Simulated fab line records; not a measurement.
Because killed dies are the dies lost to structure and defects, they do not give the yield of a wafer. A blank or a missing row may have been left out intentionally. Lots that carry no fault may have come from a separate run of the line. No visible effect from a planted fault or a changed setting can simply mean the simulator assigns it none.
Split-lot study -- flow n5Finfet -- 39 wafers read from 7 lots, route of 1938 steps

## ON THE SPLIT
At N5_GATE_CUT_ALD_22 (deposits SiNx, target thk 16 nm, pulse time 1 s, ald cycles 320), the setting aldCycles was moved away from the recipe's 320 on 15 of the 39 wafers read, by -59.4% to +25.0%. All remaining wafers had this setting at the recipe value.

Reading taken at the split's own step.

## THE READING
SiNx_of_GATE_CUT_ALD_22.thkNm (the simulator's own value, which no gauge read), in nm, at N5_GATE_CUT_ALD_22 (deposits SiNx, target thk 16 nm, pulse time 1 s, ald cycles 320). There is no usual value for it anywhere in the file. The 24 wafers here that ran the recipe average 16.0 nm, standard deviation 0.087 nm.

wafer,"tool, chamber at the split",aldCycles as run,against the recipe,"SiNx_of_GATE_CUT_ALD_22.thkNm, nm",against lot-mates on the recipe
L075.1,"aldSin-04, 1,3,1",320,recipe,16,-
L075.4,"aldSin-04, 1,3,1",320,recipe,16,-
L075.5,"aldSin-04, 1,3,1",320,recipe,16,-
L078.1,"aldSin-02, 1,2,2",320,recipe,16,-
L078.3,"aldSin-02, 1,2,2",320,recipe,16,-
L078.5,"aldSin-02, 1,2,2",320,recipe,16,-
L078.2,"aldSin-02, 3",205,-35.9%,10.2,-5.8
L078.6,"aldSin-02, 3",205,-35.9%,10.2,-5.8
L078.4,"aldSin-02, 0",205,-35.9%,10.4,-5.6
L082.1,"aldSin-01, 1,0,1",320,recipe,15.8,-
L082.5,"aldSin-01, 1,0,1",320,recipe,15.8,-
L082.6,"aldSin-01, 1,0,1",320,recipe,15.8,-
L082.2,"aldSin-01, 2,0,3",320,recipe,16,-
L082.3,"aldSin-01, 2,0,3",320,recipe,16,-
L082.4,"aldSin-01, 2,0,3",320,recipe,16,-
L087.1,"aldSin-02, 3,1",400,+25.0%,20,+4.0
L087.5,"aldSin-02, 3,1",400,+25.0%,20,+4.0
L087.2,"aldSin-02, 1",400,+25.0%,19.8,+3.8
L087.3,"aldSin-02, 0,2,0",320,recipe,16,-
L087.4,"aldSin-02, 0,2,0",320,recipe,16,-
L087.6,"aldSin-02, 0,2,0",320,recipe,16,-
L088.1,"aldSin-01, 2,3",320,recipe,16,-
L088.3,"aldSin-01, 2,3",320,recipe,16,-
L088.2,"aldSin-01, 1",243,-24.1%,12,-3.9
L088.6,"aldSin-01, 1",243,-24.1%,12,-3.9
L088.4,"aldSin-01, 2",243,-24.1%,12.2,-3.7
L088.5,"aldSin-01, 3",320,recipe,15.8,-
L095.1,"aldSin-01, 2",130,-59.4%,6.6,-9.3
L095.2,"aldSin-01, 0",130,-59.4%,6.4,-9.5
L095.6,"aldSin-01, 0",130,-59.4%,6.4,-9.5
L095.3,"aldSin-01, 3",320,recipe,16,-
L095.4,"aldSin-01, 1",320,recipe,15.8,-
L095.5,"aldSin-01, 1",320,recipe,15.8,-
L097.1,"aldSin-02, 3,2,0",320,recipe,16,-
L097.3,"aldSin-02, 3,2,0",320,recipe,16,-
L097.6,"aldSin-02, 3,2,0",320,recipe,16,-
L097.2,"aldSin-02, 0,2,3",237,-25.9%,11.8,-4.2
L097.4,"aldSin-02, 0,2,3",237,-25.9%,11.8,-4.2
L097.5,"aldSin-02, 0,2,3",237,-25.9%,11.8,-4.2
When a row names more than one chamber, that row covers several wafers, and the file does not tell which wafer ran in which chamber.

THE FIT
A straight line over all 39 wafers: SiNx_of_GATE_CUT_ALD_22.thkNm changes by +0.16 nm for each +1% of aldCycles; r = +1.00; the points scatter about the line by 0.09 nm.
The same after taking each lot's own level away (the mean of its wafers on the recipe; 39 wafers): +0.159 nm for each +1%; r = +1.00; scatter 0.082 nm.
That fit puts the effect of the largest move of aldCycles on the reading at 9.4 nm.
The span of the lots' own levels, 15.87 to 16.00 nm, comes to 1.5 times the standard deviation stated above.
So the lot-to-lot level changes the slope little: the two slopes agree.
Check: with one of the wafers moved furthest among these (-59.4%) left out of the fit, the line predicts -9.48 nm for it against its lot-mates. Against them it came out at -9.27 nm.

## OTHER SPLITS ON THESE WAFERS
Note: prior to the reading, these wafers also went through further splits. Each is held against what the fit with the lots' levels taken away leaves over:
other split on the same wafers,wafers away from the commonest value,r with SiNx_of_GATE_CUT_ALD_22.thkNm (lot level and that fit taken away)
N5_ZERO_LAYER_DEVELOP_10 developTimeS,9,+0.23
N5_FIN_SAQP_HM_DEP_03 timeS,18,+0.01
N5_DUMMY_GATE_ETCH_31 targetDepthA,18,-0.13

## THE WHOLE CHAIN: every reading that the file lists as answering this split, in the file's order
step,what it does,reading,change (the file's fit),r (the file's)
N5_GATE_CUT_ALD_22,"deposits SiNx, target thk 16 nm, pulse time 1 s, ald cycles 320","SiNx_of_GATE_CUT_ALD_22.thkNm (the simulator's own value, which no gauge read)",+0.159 nm for each +1% of the setting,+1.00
N5_GATE_CUT_CMP_23,"polishes, stops on SiO2, t overpolish 23.4 s, target thk 16 nm","SiNx_of_GATE_CUT_ALD_22.thkNm (the simulator's own value, which no gauge read)","not straight: 6.467 at the lowest setting, 15.95 at the recipe, 15.4 at the highest",not given

## FILE'S OWN FIT
SiNx_of_GATE_CUT_ALD_22.thkNm changes by +0.159 nm for each +1% of aldCycles, r = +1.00.
